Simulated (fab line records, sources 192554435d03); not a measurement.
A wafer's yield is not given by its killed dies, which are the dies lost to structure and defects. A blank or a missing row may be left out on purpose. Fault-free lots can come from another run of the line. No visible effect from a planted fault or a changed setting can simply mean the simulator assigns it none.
fab line records | flow n5_finfet
[record] lots = 5 wafers = 15 last_day = 17
route steps=1938 shown BEOL_M5@1174 PASSIVATION@1936
lots that met no fault: taken from a fault-free run of the same line
start_h: the number of hours between the record's first day and the start of the first shown wafer of the lot | wait_h: hours since the lot's step before | " the same as in the row above | L1.1+2: several wafers, shown together as one row | - no value present, or no start provided | * or withheld: withheld | < > ~ a bound
route shown NAME@n: NAME is a module with steps in the file, n the number in the route of the first one | usual: mean/standard deviation of fault-free wafers | same: alike in all rows | chamber/n: place in a boat | sites: the reading at each site | _std_site: standard deviation across them | _edge_site: inner sites' mean taken away from outer sites' mean | radius_mm: how far each site lies from the wafer's centre | mask NAME#n: copy n | behind: the most recent tool/chamber to have shaped the wafer | hold: cause of the lot's hold/its duration in hours/its outcome | device: which transistor (n, p or np) failed to switch | end of line: the same wafers' tests at the end of the route | a step without rows: its recipe alone | killed: dies lost to structure and defects at the first sort, not the wafer's yield | map: a wafer's dies, x killed, . not, _ none there
set.NAME: the setting that was run; set.NAME@STEP: the one run at that earlier step | model.NAME: the simulator's own value behind a step, which no gauge read
lots at some steps of the route; a table a step, a row a wafer
services: the hour from which a tool's chamber was out of use, counted from the record's first day as start_h (under 0 if before that day), plus the number of hours and why
[[steps]]
[step N5_BEOL_M5_CVD_47]
[recipe] material = Co target_thk_a = 30 temp_c = withheld precursor = CCTBA/H2 pressure_torr = 30 time_s = 216
[step N5_BEOL_M5_SPUTTER_48]
[recipe] material = Cu target_thk_a = 150 temp_c = -20 chamber_pressure_pa = 0.07 power_w = withheld time_s = 27.62
[step N5_BEOL_M5_ANNEAL_49]
[recipe] temp_c = 400 time_s = 1800 ambient = vacuum
[step N5_BEOL_M5_SPUTTER_81]
[recipe] material = Cu target_thk_a = 150 temp_c = -20 chamber_pressure_pa = 0.07 power_w = withheld time_s = 27.62
[usual] susceptor_temp_C = -20.00/0.094 throttle_valve_pct = 30.3/0.89
// columns lot.wafer tool chamber start_h wait_h susceptor_temp_C throttle_valve_pct
L423.1 pvd_sputter-01 - 172.76 0.5 -19.99 28.9
L423.5 " - " " -19.99 30.9
L423.6 " - " " -20.00 31.5
L427.2 pvd_sputter-01 - 199.59 0.5 -19.99 31.5
L427.3 " - " " -20.08 31.1
L427.6 " - " " -20.10 28.8
L431.2 pvd_sputter-03 - 226.18 0.5 -20.00 30.8
L431.3 " - " " -20.09 31.3
L431.5 " - " " -20.01 31.1
L437.1 pvd_sputter-02 - 258.21 0.5 -20.09 29.9
L437.3 " - " " -20.16 30.2
L437.4 " - " " -20.02 31.6
L444.1 pvd_sputter-02 - 309.90 0.5 -19.92 31.2
L444.3 " - " " -20.06 29.7
L444.6 " - " " -19.88 29.6
[step N5_BEOL_M5_ANNEAL_82]
[recipe] temp_c = 400 time_s = 1800 ambient = vacuum
[usual] heater_power_w = 833/87 susceptor_temp_C = 399.98/0.22
// columns lot.wafer tool chamber start_h wait_h heater_power_w susceptor_temp_C
L423.1 pvd_sputter-01 - 172.84 0.0 761 399.85
L423.5 " - " " 976 400.17
L423.6 " - " " 842 400.35
L427.2 pvd_sputter-01 - 199.67 0.0 844 400.14
L427.3 " - " " 951 399.78
L427.6 " - " " 754 399.83
L431.2 pvd_sputter-03 - 226.26 0.0 937 400.05
L431.3 " - " " 801 399.92
L431.5 " - " " 788 400.22
L437.1 pvd_sputter-02 - 258.29 0.0 741 399.79
L437.3 " - " " 804 400.19
L437.4 " - " " 708 400.08
L444.1 pvd_sputter-02 - 309.98 0.0 691 399.74
L444.3 " - " " 923 399.86
L444.6 " - " " 914 399.95
[step N5_BEOL_M5_SPUTTER_83]
[recipe] material = Cu target_thk_a = 150 temp_c = -20 chamber_pressure_pa = 0.07 power_w = withheld time_s = 27.62
[step N5_BEOL_M5_ANNEAL_84]
[recipe] temp_c = 400 time_s = 1800 ambient = vacuum
[step N5_BEOL_M5_SPUTTER_88]
[recipe] material = Cu target_thk_a = 150 temp_c = -20 chamber_pressure_pa = 0.07 power_w = withheld time_s = 27.62
[usual] susceptor_temp_C = -20.01/0.11 throttle_valve_pct = 30.3/0.89
// columns lot.wafer tool chamber start_h wait_h susceptor_temp_C throttle_valve_pct
L423.1 pvd_sputter-01 - 174.93 0.5 -19.94 28.8
L423.5 " - " " -20.16 31.0
L423.6 " - " " -19.87 31.9
L427.2 pvd_sputter-01 - 201.76 0.5 -19.80 31.8
L427.3 " - " " -20.08 31.1
L427.6 " - " " -20.02 28.8
L431.2 pvd_sputter-03 - 228.35 0.5 -20.05 30.4
L431.3 " - " " -20.16 31.0
L431.5 " - " " -20.12 31.3
L437.1 pvd_sputter-02 - 260.39 0.5 -20.05 29.8
L437.3 " - " " -20.13 30.2
L437.4 " - " " -20.08 31.4
L444.1 pvd_sputter-02 - 312.08 0.5 -19.98 31.5
L444.3 " - " " -20.08 29.5
L444.6 " - " " -20.19 29.8
[step N5_BEOL_M5_ANNEAL_89]
[recipe] temp_c = 400 time_s = 1800 ambient = vacuum
[usual] heater_power_w = 833/89 susceptor_temp_C = 400.03/0.22
// columns lot.wafer tool chamber start_h wait_h heater_power_w susceptor_temp_C
L423.1 pvd_sputter-01 - 175.01 0.0 754 399.95
L423.5 " - " " 994 399.95
L423.6 " - " " 842 400.41
L427.2 pvd_sputter-01 - 201.84 0.0 837 400.03
L427.3 " - " " 965 399.69
L427.6 " - " " 768 399.94
L431.2 pvd_sputter-03 - 228.43 0.0 939 400.66
L431.3 " - " " 774 400.14
L431.5 " - " " 779 400.22
L437.1 pvd_sputter-02 - 260.47 0.0 734 399.84
L437.3 " - " " 800 399.86
L437.4 " - " " 701 399.89
L444.1 pvd_sputter-02 - 312.16 0.0 713 400.18
L444.3 " - " " 886 400.08
L444.6 " - " " 918 400.02
[step N5_BEOL_M5_SPUTTER_90]
[recipe] material = Cu target_thk_a = 45 temp_c = -20 chamber_pressure_pa = 0.07 power_w = withheld time_s = 8.29
[usual] susceptor_temp_C = -20.02/0.098 throttle_valve_pct = 30.3/0.89
// columns lot.wafer tool chamber start_h wait_h susceptor_temp_C throttle_valve_pct
L423.1 pvd_sputter-01 - 176.02 0.5 -20.03 29.0
L423.5 " - " " -19.99 31.1
L423.6 " - " " -19.85 31.4
L427.2 pvd_sputter-01 - 202.85 0.5 -20.00 31.8
L427.3 " - " " -19.96 30.8
L427.6 " - " " -20.04 29.2
L431.2 pvd_sputter-03 - 229.44 0.5 -19.96 30.7
L431.3 " - " " -20.01 31.0
L431.5 " - " " -19.98 31.2
L437.1 pvd_sputter-02 - 261.47 0.5 -20.00 29.7
L437.3 " - " " -20.13 30.2
L437.4 " - " " -20.06 31.2
L444.1 pvd_sputter-02 - 313.16 0.5 -20.09 31.3
L444.3 " - " " -19.95 29.8
L444.6 " - " " -19.84 29.5
[step N5_BEOL_M5_ECD_50]
[recipe] material = Cu target_thk_a = 3000
[step N5_BEOL_M5_ANNEAL_51]
[recipe] temp_c = 225 time_s = 90 ambient = N2
[step N5_BEOL_M5_CMP_52]
[recipe] stop_on = SiCOH_lowk t_overpolish_s = 6.9 down_force_psi = 1 platen_rpm = 50 clearing_platen_down_force_psi = 1.5 clearing_platen_rpm = 50 post_cmp_clean = cu_alkaline target_thk_nm = 62 clearing_platen_pad_velocity_m_s = 0.99484 pad_velocity_m_s = 0.99484
[usual] barrier_field_endpoint_s = 24.4/0.56 motor_current_A = 6.3/0.78 overpolish_run_s = 6.899/0.0092 platen_rpm = 50.00/0.036 time_to_endpoint_s = 61.7/2.4
// columns lot.wafer tool chamber start_h wait_h barrier_field_endpoint_s motor_current_A overpolish_run_s platen_rpm time_to_endpoint_s
L423.1 cmp-02 0 176.52 0.3 24.8 5.2 6.885 50.01 59.8
L423.5 " 0 " " 25.5 5.2 6.896 50.05 64.5
L423.6 " 1 " " 24.3 6.8 6.900 50.00 60.4
L427.3 cmp-01 3 203.35 0.2 24.7 6.7 6.888 49.97 61.0
L427.2 " 0 " " 24.0 7.6 6.887 49.96 60.3
L427.6 " 0 " " 24.6 7.8 6.904 50.00 62.2
L431.3 cmp-02 2 229.98 0.2 25.1 5.8 6.907 47.97 60.2
L431.2 " 3 " " 24.5 5.7 6.915 50.03 62.1
L431.5 " 1 " " 24.1 6.9 6.904 49.94 62.2
L437.4 cmp-04 0 261.97 0.1 24.1 5.2 6.883 49.94 59.9
L437.1 " 2 " " 24.8 7.1 6.891 49.99 64.6
L437.3 " 3 " " 24.3 6.7 6.900 50.05 61.5
L444.3 cmp-01 1 313.80 0.3 24.9 5.5 6.910 50.04 60.1
L444.1 " 2 " " 24.1 6.6 6.905 49.97 58.7
L444.6 " 0 " " 24.0 7.2 6.894 50.02 58.6
[step N5_PASSIVATION_PROBE_49]
[usual] defect_limited_yield = 91.3/1.4 killed_at_M0_to_M3 = 34/10 killed_at_M4_up = 13/4.8 killed_at_contacts = 12/6.1 killed_at_front_end = 40/11 killed_at_other = 3.7/2.8 killed_dies = 103/16 killed_open = 67/12 killed_short = 34/7.4 sort_bin_5_function = 5.1/0.95 sort_bin_6_memory = 3.2/0.62 sort_n_pass = 1077/16 sort_yield_pct = 91.3/1.4
[same] gross_dies = 1180 killed_at_back_side = 0 sort_bin_4_leakage[%] = 0 sort_bin_8_speed[%] = 0
// columns lot.wafer tool chamber start_h wait_h defect_limited_yield[%] killed_at_M0_to_M3 killed_at_M4_up killed_at_contacts killed_at_front_end killed_at_other killed_dies killed_open killed_short sort_bin_5_function[%] sort_bin_6_memory[%] sort_n_pass sort_yield_pct[%]
L423.1 prober-01 - 271.41 0.0 90.9 50 12 8 27 10 107 80 27 5.4 3.2 1073 90.9
L423.5 prober-01 - 271.61 0.2 89.7 26 21 13 55 7 122 85 37 6.4 3.7 1058 89.7
L423.6 prober-01 - 271.66 0.3 91.7 25 10 6 54 3 98 67 31 4.5 3.6 1082 91.7
L427.2 prober-01 - 289.46 0.1 93.1 29 9 11 32 1 82 53 29 4.5 2.2 1098 93.1
L427.3 prober-01 - 289.51 0.1 89.9 36 13 24 43 3 119 81 38 6.1 3.4 1061 89.9
L427.6 prober-01 - 289.66 0.3 93.1 19 12 15 33 2 81 58 23 4.0 2.7 1099 93.1
L431.2 prober-02 - 307.44 0.1 91.4 38 12 6 41 4 101 59 41 4.0 4.1 1079 91.4
L431.3 prober-02 - 307.49 0.1 92.1 28 10 7 47 1 93 58 35 5.2 2.2 1087 92.1
L431.5 prober-02 - 307.59 0.2 91.2 38 9 12 42 3 104 72 32 5.5 2.7 1076 91.2
// killed by level:class
L423.1 BEOL_M2:geometric_particle:open=11 BEOL_M0_SAQP:geometric_particle:short=10 BEOL_M3:geometric_particle:open=10 STI_FIN_REVEAL:geometric_particle:open=9 MOL_CONTACT_COAG:geometric_particle:open=8 BEOL_M0_SAQP:geometric_particle:open=8 FIN_SAQP:geometric_particle:open=6 BEOL_M4:geometric_particle:open=6
L423.5 STI_FIN_REVEAL:geometric_particle:open=14 FIN_SAQP:geometric_particle:open=11 MOL_CONTACT_COAG:geometric_particle:open=10 STARTING-WAFER:geometric_particle:open=6 BEOL_M7:geometric_particle:open=6 STI_FIN_REVEAL:geometric_particle:short=5 BEOL_M4:geometric_particle:open=5 STARTING-WAFER:geometric_particle:short=5
L423.6 STI_FIN_REVEAL:geometric_particle:open=23 STI_FIN_REVEAL:geometric_particle:short=7 DUMMY_GATE:geometric_particle:open=5 MOL_CONTACT_COAG:geometric_particle:open=5 BEOL_M0_SAQP:geometric_particle:short=5 BEOL_M0:geometric_particle:open=4 GATE_CUT:geometric_particle:short=3 GATE_CUT:geometric_particle:open=3
L427.2 FIN_SAQP:geometric_particle:open=10 BEOL_M0_SAQP:geometric_particle:open=9 STI_FIN_REVEAL:geometric_particle:open=7 FIN_SAQP:geometric_particle:short=6 MOL_CONTACT_COAG:geometric_particle:open=6 BEOL_M1:geometric_particle:open=6 MOL_CONTACT_COAG:geometric_particle:short=5 BEOL_M0_SAQP:geometric_particle:short=4
L427.3 MOL_CONTACT_COAG:geometric_particle:open=18 STI_FIN_REVEAL:geometric_particle:open=16 BEOL_M0_SAQP:geometric_particle:open=9 BEOL_M0_SAQP:geometric_particle:short=8 FIN_SAQP:geometric_particle:short=7 MOL_CONTACT_COAG:geometric_particle:short=6 BEOL_M4:geometric_particle:open=6 BEOL_M3:geometric_particle:short=5
L427.6 FIN_SAQP:geometric_particle:open=10 MOL_CONTACT_COAG:geometric_particle:open=10 STI_FIN_REVEAL:geometric_particle:open=7 BEOL_M2:geometric_particle:open=6 BEOL_M4:geometric_particle:open=6 MOL_CONTACT_COAG:geometric_particle:short=5 FIN_SAQP:geometric_particle:short=3 DUMMY_GATE:geometric_particle:open=3
L431.2 BEOL_M0_SAQP:geometric_particle:open=12 FIN_SAQP:geometric_particle:short=10 BEOL_M0_SAQP:geometric_particle:short=10 BEOL_M4:geometric_particle:open=7 STI_FIN_REVEAL:geometric_particle:open=6 FIN_SAQP:geometric_particle:open=5 GATE_CUT:geometric_particle:short=5 BEOL_M0:geometric_particle:open=4
L431.3 FIN_SAQP:geometric_particle:short=15 FIN_SAQP:geometric_particle:open=8 STI_FIN_REVEAL:geometric_particle:open=8 BEOL_M0_SAQP:geometric_particle:open=8 BEOL_M0_SAQP:geometric_particle:short=6 MOL_CONTACT_COAG:geometric_particle:open=6 BEOL_M2:geometric_particle:open=5 BEOL_M4:geometric_particle:open=5
L431.5 FIN_SAQP:geometric_particle:open=13 BEOL_M2:geometric_particle:open=12 FIN_SAQP:geometric_particle:short=10 MOL_CONTACT_COAG:geometric_particle:open=9 BEOL_M0:geometric_particle:open=8 GATE_CUT:geometric_particle:short=6 BEOL_M1:geometric_particle:open=5 BEOL_M4:geometric_particle:open=5
[[services]]
// columns tool chamber start_h hours kind
pvd_sputter-02 - 153.37 1.0 repair
cmp-01 - 157.30 1.3 repair
cmp-04 - 159.52 1.4 repair
pvd_sputter-03 - 169.70 3.3 repair
cmp-04 - 171.25 1.6 repair
cmp-04 - 189.08 0.5 repair
cmp-04 - 200.94 6.7 repair
cmp-02 - 230.48 1.0 repair
cmp-01 - 240.96 2.3 repair
cmp-01 - 251.52 6.1 repair
cmp-02 - 264.59 5.4 pm
cmp-01 - 288.57 4.0 pm
cmp-01 - 292.57 - consumable_replace:conditioner
cmp-01 - 292.57 - consumable_replace:pad
cmp-04 - 295.51 4.1 repair
cmp-02 - 296.11 2.5 repair
pvd_sputter-01 - 300.26 1.2 repair
cmp-04 - 309.66 4.0 pm
cmp-04 - 313.66 - consumable_replace:conditioner
cmp-04 - 313.66 - consumable_replace:pad
[[key]]
[first_sign] step = N5_BEOL_M5_CMP_52 reading = platen_rpm direction = down sigmas = 56 usual = 50.00 struck = 47.97
effect none on later readings
met_at N5_BEOL_M5_CMP_52
struck_wafers L431.3
[fault] kind = process_parameter_drift tool = cmp-02 chamber = 2 onset_h = 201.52 steps = N5_BEOL_M5_CMP_52 channel = platen_rpm offset = -2 shape = step end_h = 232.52 acts_in = these_recipes_only stated = 50
